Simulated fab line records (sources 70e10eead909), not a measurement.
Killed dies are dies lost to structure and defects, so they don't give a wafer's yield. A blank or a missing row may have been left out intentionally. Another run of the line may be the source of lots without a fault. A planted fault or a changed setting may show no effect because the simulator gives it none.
Chamber matching || flow nand-harc || NHARC_A_BLC_DESCUM_15 on rie-diel-07 has 4 sister chambers
The step chemistry O2, time 3 s. 14 wafers are shown with their chamber, then 7 later ones without.

WAFERS, EACH WITH ITS CHAMBER
{"wafer": "L778.1", "chamber": 3, "showerhead-plenum-p-Torr (Torr)": 1.79, "drypump-motor-current-A (A)": 5.8, "oes-product-au (a.u.)": 1.019}
{"wafer": "L778.2", "chamber": 2, "showerhead-plenum-p-Torr (Torr)": 1.84, "drypump-motor-current-A (A)": 5.8, "oes-product-au (a.u.)": 1.028}
{"wafer": "L778.4", "chamber": 1, "showerhead-plenum-p-Torr (Torr)": 1.90, "drypump-motor-current-A (A)": 5.3, "oes-product-au (a.u.)": 1.002}
{"wafer": "L780.2", "chamber": 0, "showerhead-plenum-p-Torr (Torr)": 2.01, "drypump-motor-current-A (A)": 5.1, "oes-product-au (a.u.)": 1.001}
{"wafer": "L780.3", "chamber": 3, "showerhead-plenum-p-Torr (Torr)": 1.79, "drypump-motor-current-A (A)": 5.8, "oes-product-au (a.u.)": 1.020}
{"wafer": "L780.4", "chamber": 1, "showerhead-plenum-p-Torr (Torr)": 1.90, "drypump-motor-current-A (A)": 5.3, "oes-product-au (a.u.)": 0.996}
{"wafer": "L786.1", "chamber": 2, "showerhead-plenum-p-Torr (Torr)": 1.84, "drypump-motor-current-A (A)": 5.7, "oes-product-au (a.u.)": 1.029}
{"wafer": "L786.2", "chamber": 0, "showerhead-plenum-p-Torr (Torr)": 2.00, "drypump-motor-current-A (A)": 5.0, "oes-product-au (a.u.)": 1.021}
{"wafer": "L786.6", "chamber": 3, "showerhead-plenum-p-Torr (Torr)": 1.78, "drypump-motor-current-A (A)": 5.8, "oes-product-au (a.u.)": 1.014}
{"wafer": "L788.2", "chamber": 3, "showerhead-plenum-p-Torr (Torr)": 1.78, "drypump-motor-current-A (A)": 5.8, "oes-product-au (a.u.)": 1.017}
{"wafer": "L788.3", "chamber": 1, "showerhead-plenum-p-Torr (Torr)": 1.90, "drypump-motor-current-A (A)": 5.3, "oes-product-au (a.u.)": 0.993}
{"wafer": "L788.6", "chamber": 3, "showerhead-plenum-p-Torr (Torr)": 1.78, "drypump-motor-current-A (A)": 5.8, "oes-product-au (a.u.)": 1.027}
{"wafer": "L794.1", "chamber": 1, "showerhead-plenum-p-Torr (Torr)": 1.90, "drypump-motor-current-A (A)": 5.3, "oes-product-au (a.u.)": 1.007}
{"wafer": "L794.2", "chamber": 2, "showerhead-plenum-p-Torr (Torr)": 1.84, "drypump-motor-current-A (A)": 5.8, "oes-product-au (a.u.)": 1.021}

SIGNATURES (averages over the wafers above)
{"reading": "showerhead-plenum-p-Torr", "chamber 0": 2.0050, "chamber 1": 1.9000, "chamber 2": 1.8400, "chamber 3": 1.7840, "scatter within a chamber": 0.00412}
{"reading": "drypump-motor-current-A", "chamber 0": 5.050, "chamber 1": 5.300, "chamber 2": 5.767, "chamber 3": 5.800, "scatter within a chamber": 0.0342}
{"reading": "oes-product-au", "chamber 0": 1.01100, "chamber 1": 0.99950, "chamber 2": 1.02600, "chamber 3": 1.01940, "scatter within a chamber": 0.00669}
Rule: a wafer's distance from a chamber is the root of the sum, over the readings, of the square of ((its reading less the chamber's mean) divided by the reading's scatter). The wafer belongs to the nearest chamber; if the next one is less than 2 further off, it can't be placed. The scatter: take each reading less its chamber's mean, square it, sum over the shown wafers, divide by the number of wafers less the number of chambers, and take the root.

WAFERS WITH NO CHAMBER GIVEN
{"wafer": "L794.3", "showerhead-plenum-p-Torr (Torr)": 2.00, "drypump-motor-current-A (A)": 5.1, "oes-product-au (a.u.)": 1.007}
{"wafer": "L798.1", "showerhead-plenum-p-Torr (Torr)": 1.78, "drypump-motor-current-A (A)": 5.8, "oes-product-au (a.u.)": 1.017}
{"wafer": "L798.3", "showerhead-plenum-p-Torr (Torr)": 1.90, "drypump-motor-current-A (A)": 5.3, "oes-product-au (a.u.)": 1.008}
{"wafer": "L798.4", "showerhead-plenum-p-Torr (Torr)": 2.00, "drypump-motor-current-A (A)": 5.1, "oes-product-au (a.u.)": 0.979}
{"wafer": "L800.1", "showerhead-plenum-p-Torr (Torr)": 2.00, "drypump-motor-current-A (A)": 5.1, "oes-product-au (a.u.)": 0.985}
{"wafer": "L800.3", "showerhead-plenum-p-Torr (Torr)": 1.89, "drypump-motor-current-A (A)": 5.3, "oes-product-au (a.u.)": 1.019}
{"wafer": "L800.5", "showerhead-plenum-p-Torr (Torr)": 2.00, "drypump-motor-current-A (A)": 5.1, "oes-product-au (a.u.)": 0.986}

CHAMBER TAKEN BY EACH
{"wafer": "L794.3", "from the rows above": 0, "in truth": 0}
{"wafer": "L798.1", "from the rows above": 3, "in truth": 3}
{"wafer": "L798.3", "from the rows above": 1, "in truth": 1}
{"wafer": "L798.4", "from the rows above": 0, "in truth": 0}
{"wafer": "L800.1", "from the rows above": 0, "in truth": 0}
{"wafer": "L800.3", "from the rows above": 1, "in truth": 1}
{"wafer": "L800.5", "from the rows above": 0, "in truth": 0}
Correct placement for 7 of the 7. From these rows, 0 cannot be placed. 0 placed wrongly.
